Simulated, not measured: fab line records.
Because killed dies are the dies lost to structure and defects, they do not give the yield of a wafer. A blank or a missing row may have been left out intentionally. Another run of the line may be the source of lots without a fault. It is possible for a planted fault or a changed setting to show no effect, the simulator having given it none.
3 desks, one fault | flow nand_harc | numbers are kept per desk, each desk with only its own; the story behind them comes last

## THE METROLOGY DESK
What the gauges read, lot by lot, whatever tool the lot ran on: means of the sampled wafers that have a number. If a lot's mean is further than 4 standard deviations from the usual mean, the lot is out of limits and carries the mark OUT (the distance appears in the brackets).
Columns: A = thk_nm at NHARC_A_SOURCE_PLATE_THK_MEAS_06, usual 200.1 nm; B = thk_nm at NHARC_A_ONON_D1_THK_MEAS_30, usual 1001 nm
lot  | first seen here | A     | B
L866 | day 7 16:51     | 199.4 | 1018
L865 | day 8 00:55     | 201.1 | 996
L873 | day 9 19:32     | 200.5 | 1000
L874 | day 9 19:32     | 198.8 | 607 (-55) OUT
L880 | day 10 18:06    | 199.2 | 1006
L876 | day 10 18:07    | 200.9 | 597 (-57) OUT
L879 | day 11 02:28    | 200.5 | 1012
L878 | day 11 02:29    | 202.7 | 1002
L882 | day 11 19:25    | 198.6 | 992
L883 | day 12 06:00    | 200.4 | 1005
L885 | day 12 06:00    | 204.3 | 1009
L884 | day 12 06:01    | 202.8 | 1006
L887 | day 12 15:52    | 199.5 | 995
L888 | day 13 13:10    | 200.6 | 1009
Finding of this desk: L874, L876 out of limits; the first was L874 at day 10 07:55, on thk_nm at NHARC_A_ONON_D1_THK_MEAS_30. Within limits: L866, L865, L873, L880, L879, L878, L882, L883, L885, L884, L887, L888.

## THE DEFECT DESK
For each lot, the counts of the inspections along the route, averaged over the sampled wafers that have a number. If a lot's mean is further than 4 standard deviations from the usual mean, the lot is out of limits and carries the mark OUT (the distance appears in the brackets).
Columns: A = raw_defect_count at NHARC_A_ZERO_WELL_INSPECT_17, usual 11
lot  | first seen here | A
L866 | day 6 20:40     | 10
L865 | day 7 02:21     | 14
L873 | day 8 18:50     | 7
L874 | day 8 20:11     | 9
L880 | day 9 22:11     | 17
L876 | day 10 00:50    | 15
L879 | day 10 05:56    | 12
L878 | day 10 06:06    | 14
L882 | day 10 19:29    | 9
L883 | day 11 05:44    | 13
L885 | day 11 05:55    | 6
L884 | day 11 07:32    | 14
L887 | day 11 19:59    | 11
L888 | day 12 12:28    | 10
This desk's finding: nothing out of limits on any of the 14 lots.

## TOOL OWNER'S DESK, pecvd_onon-03
The tool's own readings at NHARC_A_ONON_D1_DEP_28 (target thk 1000 nm): means of the sampled wafers that have a number, for each lot that ran on this tool. If a lot's mean is further than 4 standard deviations from the usual mean, the lot is out of limits and carries the mark OUT (the distance appears in the brackets).
Columns: A = nh3_flow_sccm at NHARC_A_ONON_D1_DEP_28, usual 500.2 sccm
lot  | first seen here | A
L874 | day 10 07:28    | 500.5
L876 | day 11 06:49    | 501.0
This desk's finding: nothing out of limits on any of the 2 lots.

## BROUGHT TOGETHER
At day 10 07:55 the metrology desk could have sounded an alarm, on L874, L876.
Nothing the defect desk looked at was out of limits.
The desk of the tool owner found nothing out of limits.
The defect desk has L874, L876 on record, within its limits.
Tool owner's desk: L874, L876 on record, inside its limits.
NHARC_A_ONON_D1_DEP_28 was run on pecvd_onon-03 by each of the lots named.

## WHAT THE SIMULATOR HAD INSERTED
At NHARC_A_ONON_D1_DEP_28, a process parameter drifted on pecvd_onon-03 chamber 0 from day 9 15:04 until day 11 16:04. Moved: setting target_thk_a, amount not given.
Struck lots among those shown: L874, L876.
Delay in hours, fault start to first out-of-limits reading, per desk: metrology desk 17.
